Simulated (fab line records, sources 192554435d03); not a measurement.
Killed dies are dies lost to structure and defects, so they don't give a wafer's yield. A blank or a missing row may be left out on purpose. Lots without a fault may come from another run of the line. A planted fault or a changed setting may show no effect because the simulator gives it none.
fab line records | flow n5_finfet
record lots=5 wafers=15 last_day=15
route steps=1938 shown BEOL_M14@1751 PASSIVATION@1936
lots that met no fault: from a run of the same line without faults
start_h: hours from the record's first day to the start of the lot's first wafer shown | wait_h: hours since the lot's step before | " the same as in the row above | L1.1+2: a row that stands for several wafers | - no value, or no start given | * or withheld: withheld | < > ~ a bound
route shown NAME@n: a module of which the file shows steps, and the number in the route of the first | usual: mean/standard deviation of fault-free wafers | same: alike in all rows | chamber/n: place in a boat | sites: the reading at each site | _std_site: their standard deviation | _edge_site: outer sites' mean less inner sites' | radius_mm: how far each site lies from the wafer's centre | mask NAME#n: copy n | behind: the tool/chamber that last shaped the wafer | hold: why the lot was held/for how many hours/how that ended | device: the transistor (n, p or np) that didn't switch | end of line: the same wafers' tests at the end of the route | a step without rows: its recipe alone | killed: dies lost to structure and defects at the first sort, not the wafer's yield | map: a wafer's dies, x killed, . not, _ none there
set.NAME: the setting as run; set.NAME@STEP: as run at that earlier step | model.NAME: the simulator's own value behind a step, which no gauge read
lots at some steps of the route; a table a step, a row a wafer
services: from which hour (start_h, from the record's first day; less than 0 if before it) a tool's chamber was out of use, for how many hours, and why
## steps
# step N5_BEOL_M14_ETCH_68
# recipe chemistry=N2/H2 target=SOC mask_material=SiARC source_w=3000 bias_w=350 temp_c=40 time_s=450 ion_energy_ev=200 pressure_mtorr=30 n2_flow_sccm=200 h2_flow_sccm=200
# step N5_BEOL_M14_STRIP_69
# recipe chemistry=N2/H2 temp_c=40 n2_flow_sccm=200 h2_flow_sccm=200 rf_frequency_hz=6e+07
# step N5_BEOL_M14_TRENCH_ETCH_34
# recipe chemistry=C4F8/O2/Ar target=SiO2 target_depth_a=5566.5 mask_material=SOC he_inner_torr=15 he_outer_torr=30 time_s=126.9 ion_energy_ev=800 pressure_mtorr=20 source_w=1905 bias_w=2040 Ar_flow_sccm=400 C4F8_flow_sccm=16 O2_flow_sccm=12
# usual drypump_motor_current_A=5.7/0.42 he_inner_torr=15.00/0.033 oes_product_au=0.83/0.074 rf_vpp_V=2226/47 showerhead_plenum_p_Torr=3.41/0.11 throttle_valve_pct=30.92/0.29
# columns lot.wafer tool chamber start_h wait_h drypump_motor_current_A he_inner_torr oes_product_au rf_hours_counter_h rf_vpp_V showerhead_plenum_p_Torr throttle_valve_pct
L211.1 rie_diel-03 3 285.82 0.0 5.8 15.02 0.76 132 2143 3.46 31.08
L211.2 " 1 " " 5.9 15.06 0.87 50 2236 3.47 30.25
L211.6 " 3 " " 5.8 15.00 0.76 - 2144 3.46 31.08
L218.2 rie_diel-06 3 303.93 0.0 6.0 15.03 0.93 17 2212 3.37 30.87
L218.4 " 0 " " 5.7 14.98 0.75 163 2203 3.31 30.71
L218.5 " 2 " " 4.9 15.00 0.85 - 2289 3.46 31.11
L214.2 rie_diel-03 3 304.54 0.0 5.8 14.96 0.76 138 2144 3.45 31.10
L214.4 " 2 " " 5.8 14.99 0.89 24 2304 3.68 31.25
L214.5 " 1 " " 5.9 14.96 0.86 - 2237 3.46 30.26
L215.2 rie_diel-06 2 326.32 0.0 4.9 14.97 0.83 97 2287 3.45 31.11
L215.3 " 0 " " 5.8 15.03 0.74 172 2203 3.31 30.70
L215.6 " 0 " " 5.8 15.02 0.74 - 2203 3.31 30.70
L223.1 rie_diel-03 2 340.75 0.0 5.8 15.01 0.87 37 2303 3.67 31.26
L223.4 " 1 " " 5.8 15.03 0.84 71 2235 3.45 30.28
L223.5 " 1 " " 5.9 14.98 0.84 - 2234 3.45 30.26
# step N5_BEOL_M14_STRIP_70
# recipe chemistry=C4F8/O2/Ar resist=SiARC rf_frequency_hz=6e+07
# step N5_BEOL_M14_OCD_MEAS_35
# usual trench_depth_nm=557/12
# columns lot.wafer tool chamber start_h wait_h trench_depth_nm
L211.1 ocd-01 - 285.97 0.0 558
L211.2 " - " " 563
L211.6 " - " " 559
L218.2 ocd-02 - 304.08 0.0 572
L218.4 " - " " 564
L218.5 " - " " 566
L214.2 ocd-02 - 304.69 0.0 556
L214.4 " - " " 542
L214.5 " - " " 562
L215.2 ocd-01 - 326.48 0.0 564
L215.3 " - " " 558
L215.6 " - " " 558
L223.1 ocd-01 - 340.90 0.0 544
L223.4 " - " " 562
L223.5 " - " " 564
# step N5_BEOL_M14_STRIP_37
# recipe chemistry=O2 power_w=600 temp_c=60 pressure_mtorr=30 rf_frequency_hz=6e+07 bias_power_w=0 overash_fraction=0.3 o2_flow_sccm=225
# usual drypump_motor_current_A=5.7/0.42 oes_product_au=0.82/0.069 rf_vpp_V=3.5/0.97 showerhead_plenum_p_Torr=2.07/0.074 throttle_valve_pct=16.65/0.21
# columns lot.wafer tool chamber start_h wait_h drypump_motor_current_A oes_product_au rf_hours_counter_h rf_vpp_V showerhead_plenum_p_Torr throttle_valve_pct
L211.1 rie_diel-06 2 288.92 2.9 4.9 0.86 81 2.5 2.12 16.83
L211.2 " 0 " " 5.7 0.74 157 3.4 1.99 16.38
L211.6 " 0 " " 5.7 0.74 - 3.2 1.99 16.35
L214.2 rie_diel-01 1 307.97 3.3 6.3 0.86 43 4.3 2.05 16.53
L214.4 " 0 " " 4.8 0.90 - 3.9 2.05 16.69
L214.5 " 3 " " 6.1 0.79 - 4.5 2.02 16.33
L218.2 rie_diel-06 3 311.19 7.1 6.0 0.93 19 2.4 2.08 16.72
L218.4 " 1 " " 5.7 0.93 7 5.0 2.05 16.45
L218.5 " 1 " " 5.7 0.95 - 3.5 2.05 16.47
L215.2 rie_diel-01 0 326.51 0.0 4.9 0.89 22 2.6 2.05 16.69
L215.3 " 1 " " 6.3 0.86 50 4.6 2.05 16.57
L215.6 " 1 " " 6.3 0.84 - 2.6 2.05 16.57
L223.1 rie_diel-06 1 342.62 1.7 5.8 0.91 18 3.6 2.05 16.51
L223.4 " 3 " " 6.0 0.88 33 1.8 2.08 16.77
L223.5 " 3 " " 5.9 0.88 - 5.4 2.08 16.79
# step N5_BEOL_M14_ETCH_38
# recipe chemistry=CF4/N2 target=SiCN target_depth_a=1065 taper_deg=2 time_s=120.6 ion_energy_ev=150 mask_material=SiO2 pressure_mtorr=40 source_w=430 bias_w=70 Ar_flow_sccm=100 cf4_flow_sccm=60 n2_flow_sccm=60
# usual drypump_motor_current_A=5.7/0.42 oes_product_au=0.82/0.071 rf_vpp_V=381.7/1.9 showerhead_plenum_p_Torr=2.18/0.068 throttle_valve_pct=15.38/0.18
# columns lot.wafer tool chamber start_h wait_h drypump_motor_current_A oes_product_au rf_hours_counter_h rf_vpp_V showerhead_plenum_p_Torr throttle_valve_pct
L211.1 rie_diel-06 2 - - 4.9 0.85 81 383.5 2.22 15.57
L211.2 " 0 " " 5.8 0.75 157 379.8 2.12 15.27
L211.6 " 0 " " 5.8 0.75 - 379.9 2.12 15.26
L214.2 rie_diel-01 1 - - 6.3 0.86 43 381.2 2.14 15.21
L214.4 " 0 " " 4.9 0.92 - 382.2 2.18 15.53
L214.5 " 3 " " 6.1 0.78 - 379.2 2.13 15.11
L218.2 rie_diel-06 3 - - 6.0 0.91 19 380.8 2.16 15.36
L218.4 " 1 " " 5.8 0.95 7 381.3 2.16 15.25
L218.5 " 1 " " 5.7 0.95 - 381.8 2.16 15.25
L215.2 rie_diel-01 0 - - 4.9 0.90 22 380.7 2.18 15.55
L215.3 " 1 " " 6.3 0.85 50 380.9 2.14 15.23
L215.6 " 1 " " 6.3 0.86 - 381.0 2.14 15.23
L223.1 rie_diel-06 1 - - 5.7 0.91 18 380.8 2.16 15.26
L223.4 " 3 " " 6.0 0.89 33 381.3 2.16 15.39
L223.5 " 3 " " 6.0 0.89 - 381.6 2.16 15.38
# step N5_BEOL_M14_PRECLEAN_39
# recipe chemistry=residue_remover time_s=60 temp_c=40
# step N5_BEOL_M14_SRD_40
# recipe time_s=30 temp_c=23 rinse_liquid=diw dry=n2_spin spin_rpm=1500 dry_time_s=30
# step N5_BEOL_M14_DEGAS_41
# recipe ambient=vacuum temp_c=300 time_s=60
# usual heater_power_w=463/47
# columns lot.wafer tool chamber start_h wait_h heater_power_w
L211.1 pvd_sputter-01 - 289.33 0.2 447
L211.2 " - " " 533
L211.6 " - " " 436
L214.2 pvd_sputter-03 - 308.93 0.7 446
L214.4 " - " " 475
L214.5 " - " " 544
L218.2 pvd_sputter-03 - 311.67 0.2 485
L218.4 " - " " 532
L218.5 " - " " 447
L215.2 pvd_sputter-01 - 326.77 0.0 551
L215.3 " - " " 435
L215.6 " - " " 441
L223.1 pvd_sputter-03 - 342.96 0.1 453
L223.4 " - " " 515
L223.5 " - " " 523
# step N5_BEOL_M14_PRE_CLEAN_42
# recipe gas=H2/He time_s=30 temp_c=300
# step N5_BEOL_M14_SPUTTER_43
# recipe material=TaN target_thk_a=150 temp_c=50 bias_v=168.6 power_w=15000 chamber_pressure_pa=0.12 time_s=24.19
# step N5_BEOL_M14_SPUTTER_44
# recipe material=Ta target_thk_a=150 temp_c=50 bias_v=80 power_w=15000 chamber_pressure_pa=0.07 time_s=24.19
# usual cathode_dc_power_W=14999/2.9 throttle_valve_pct=30.1/1.3
# columns lot.wafer tool chamber start_h wait_h cathode_dc_power_W throttle_valve_pct model.Ta_of_BEOL_M14_SPUTTER_44.thk_nm
L211.1 pvd_sputter-01 - 289.49 0.0 14997 29.5 15
L211.2 " - " " 14998 31.2 15.2
L211.6 " - " " 14999 28.9 15.2
L214.2 pvd_sputter-03 - 309.09 0.0 14998 30.1 14.8
L214.4 " - " " 14999 27.3 15.2
L214.5 " - " " 15003 29.2 15
L218.2 pvd_sputter-03 - 311.83 0.0 14998 27.4 14.8
L218.4 " - " " 15003 29.3 14.8
L218.5 " - " " 15003 30.0 14.6
L215.2 pvd_sputter-01 - 326.93 0.0 16068 31.3 16
L215.3 " - " " 15000 29.5 14.8
L215.6 " - " " 15003 29.9 15
L223.1 pvd_sputter-03 - 343.12 0.0 14996 29.9 14.4
L223.4 " - " " 14999 33.4 14.8
L223.5 " - " " 14997 33.4 14.6
# step N5_BEOL_M14_SPUTTER_45
# recipe material=Cu target_thk_a=1000 temp_c=-20 bias_v=60 power_w=26000 chamber_pressure_pa=0.13 time_s=16.67
# usual cathode_dc_power_W=26000/4.7 chuck_gas_flow_sccm=1.26/0.047 throttle_valve_pct=30.1/1.3
# columns lot.wafer tool chamber start_h wait_h cathode_dc_power_W chuck_gas_flow_sccm throttle_valve_pct
L211.1 pvd_sputter-01 - 289.57 0.0 26004 1.23 29.7
L211.2 " - " " 26001 1.23 31.2
L211.6 " - " " 26002 1.24 29.1
L214.2 pvd_sputter-03 - 309.17 0.0 25992 1.25 30.2
L214.4 " - " " 25996 1.16 27.4
L214.5 " - " " 25997 1.20 29.4
L218.2 pvd_sputter-03 - 311.91 0.0 25991 1.34 27.4
L218.4 " - " " 25998 1.24 29.6
L218.5 " - " " 25990 1.19 29.8
L215.2 pvd_sputter-01 - 327.01 0.0 25999 1.27 30.9
L215.3 " - " " 25997 1.21 29.6
L215.6 " - " " 25998 1.18 29.7
L223.1 pvd_sputter-03 - 343.20 0.0 26005 1.20 30.3
L223.4 " - " " 25994 1.24 33.4
L223.5 " - " " 26001 1.27 33.4
# step N5_PASSIVATION_PROBE_49
# usual defect_limited_yield=91.2/1.6 killed_at_M0_to_M3=35/11 killed_at_M4_up=14/5.4 killed_at_contacts=13/6 killed_at_front_end=38/11 killed_at_other=3.4/2.6 killed_dies=104/19 killed_open=68/13 killed_short=34/8.5 sort_bin_5_function=5.1/1 sort_bin_6_memory=3.3/0.72 sort_bin_8_speed=0.1/0.9 sort_n_pass=1075/22 sort_yield_pct=91.1/1.9
# same gross_dies=1180 killed_at_back_side=0 sort_bin_4_leakage[%]=0
# columns lot.wafer tool chamber start_h wait_h defect_limited_yield[%] killed_at_M0_to_M3 killed_at_M4_up killed_at_contacts killed_at_front_end killed_at_other killed_dies killed_open killed_short sort_bin_5_function[%] sort_bin_6_memory[%] sort_bin_8_speed[%] sort_n_pass sort_yield_pct[%]
L223.1 prober-01 - 369.99 0.0 90.1 49 7 5 45 11 117 75 41 6.4 3.3 0 1063 90.1
L223.4 prober-01 - 370.14 0.2 91.0 34 28 3 40 1 106 67 33 5.1 3.2 0 1074 91.0
L223.5 prober-01 - 370.19 0.2 92.3 21 13 7 36 14 91 57 32 4.2 3.0 0 1089 92.3
# killed by level:class
L223.1 BEOL_M0_SAQP:geometric_particle:open=17 STI_FIN_REVEAL:geometric_particle:open=16 BEOL_M2:geometric_particle:open=14 FIN_SAQP:geometric_particle:short=12 BEOL_M0_SAQP:geometric_particle:short=7 BEOL_M2:geometric_particle:short=4 BEOL_M4:geometric_particle:open=4 MIM_TOP_ETCH:geometric_particle:open=4
L223.4 BEOL_M4:geometric_particle:open=22 BEOL_M2:geometric_particle:open=9 GATE_CUT:geometric_particle:short=8 BEOL_M0_SAQP:geometric_particle:short=8 STI_FIN_REVEAL:geometric_particle:open=6 BEOL_M0_SAQP:geometric_particle:open=6 GATE_CUT:geometric_particle:open=5 HKMG_FIN:area_etch=5
L223.5 STI_FIN_REVEAL:geometric_particle:open=8 BEOL_M0_SAQP:geometric_particle:open=7 FIN_SAQP:geometric_particle:short=6 MOL_CONTACT_COAG:geometric_particle:open=6 BEOL_M0_SAQP:geometric_particle:short=5 FIN_SAQP:geometric_particle:open=4 MIM_TOP_ETCH:geometric_particle:short=4 PASS1_CAP:geometric_particle:open=4
## services
# columns tool chamber start_h hours kind
rie_diel-06 1 282.21 - clean
rie_diel-06 1 282.21 - consumable_replace:focus_ring
rie_diel-06 1 282.21 13.8 scheduled_down
rie_diel-06 1 282.21 13.8 vent_cycle
rie_diel-01 2 306.55 1.8 repair
rie_diel-01 - 317.64 2.8 pm
## key
first_sign step=N5_BEOL_M14_SPUTTER_44 reading=cathode_dc_power_W direction=up sigmas=99+ usual=* struck=*
effect none on later readings
model_effect step=N5_BEOL_M14_SPUTTER_44 value=Ta_of_BEOL_M14_SPUTTER_44.thk_nm without=14.8 struck=16
met_at N5_BEOL_M14_SPUTTER_44
struck_wafers L215.2
onset_between 289.49 326.93
fault kind=process_parameter_drift tool=pvd_sputter-01 chamber=- onset_h=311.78 steps=N5_BEOL_M14_SPUTTER_44 channel=power_w offset=* shape=step end_h=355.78 acts_in=* stated=* scope=struck_wafers_only
